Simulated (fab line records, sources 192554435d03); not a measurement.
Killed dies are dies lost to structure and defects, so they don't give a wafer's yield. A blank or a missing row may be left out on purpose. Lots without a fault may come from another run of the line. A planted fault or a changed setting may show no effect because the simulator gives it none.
One fault seen from 3 desks | flow n5_finfet | each desk has only its own numbers; what lay behind them comes last

THE TOOL OWNER'S DESK: litho_track-01
The tool's own readings at N5_BEOL_M14_DEVELOP_27 (develop time 45 s): means of the sampled wafers that have a number, for each lot that ran on this tool. A lot is out of limits, marked OUT, if its mean lies more than 4 standard deviations from the usual mean; the brackets give that distance.
Columns: A = chill_plate_temp_C at N5_BEOL_M14_DEVELOP_27, usual 22.99 C; B = resist_line_temp_C at N5_BEOL_M14_DEVELOP_27, usual 23.01 C
lot  | first seen here | A     | B
L863 | day 11 11:04    | 22.84 | 22.98
L866 | day 12 01:09    | 22.95 | 22.95
L867 | day 12 15:34    | 22.93 | 23.02
L883 | day 17 00:49    | 22.92 | 23.00
This desk's finding: nothing out of limits on any of the 4 lots.

THE METROLOGY DESK
What the gauges read, lot by lot, whatever tool the lot ran on: means of the sampled wafers that have a number. A lot is out of limits, marked OUT, if its mean lies more than 4 standard deviations from the usual mean; the brackets give that distance.
Columns: A = cd_nm at N5_BEOL_M14_CD_MEAS_17, usual 250.9 nm; B = cd_nm at N5_BEOL_M14_CD_MEAS_28, usual 284.7 nm; C = M14_OVL at N5_BEOL_M14_OVL_MEAS_29, usual 0 nm
lot  | first seen here | A     | B     | C
L863 | day 11 10:51    | 252.1 | 285.4 | -5
L866 | day 12 00:49    | 251.5 | 286.4 | 6
L867 | day 12 15:22    | 252.1 | 285.8 | 7
L882 | day 16 09:51    | 249.8 | 285.0 | -5
L883 | day 17 00:36    | 252.1 | 282.8 | -0
L884 | day 17 12:59    | 251.2 | 282.9 | 2
This desk's finding: nothing out of limits on any of the 6 lots.

THE DEFECT DESK
What the inspections along the route counted, lot by lot: means of the sampled wafers that have a number. A lot is out of limits, marked OUT, if its mean lies more than 4 standard deviations from the usual mean; the brackets give that distance.
Columns: A = raw_defect_count at N5_BEOL_M14_INSPECT_30, usual 2.2
lot  | first seen here | A
L863 | day 11 11:14    | 2.0
L866 | day 12 01:19    | 2.0
L867 | day 12 15:44    | 3.7
L882 | day 16 10:22    | 2.0
L883 | day 17 00:59    | 4.3
L884 | day 17 13:29    | 1.0
This desk's finding: nothing out of limits on any of the 6 lots.

PUT TOGETHER
The tool owner's desk saw nothing out of limits.
The metrology desk saw nothing out of limits.
The defect desk saw nothing out of limits.

WHAT THE SIMULATOR HAD PUT IN
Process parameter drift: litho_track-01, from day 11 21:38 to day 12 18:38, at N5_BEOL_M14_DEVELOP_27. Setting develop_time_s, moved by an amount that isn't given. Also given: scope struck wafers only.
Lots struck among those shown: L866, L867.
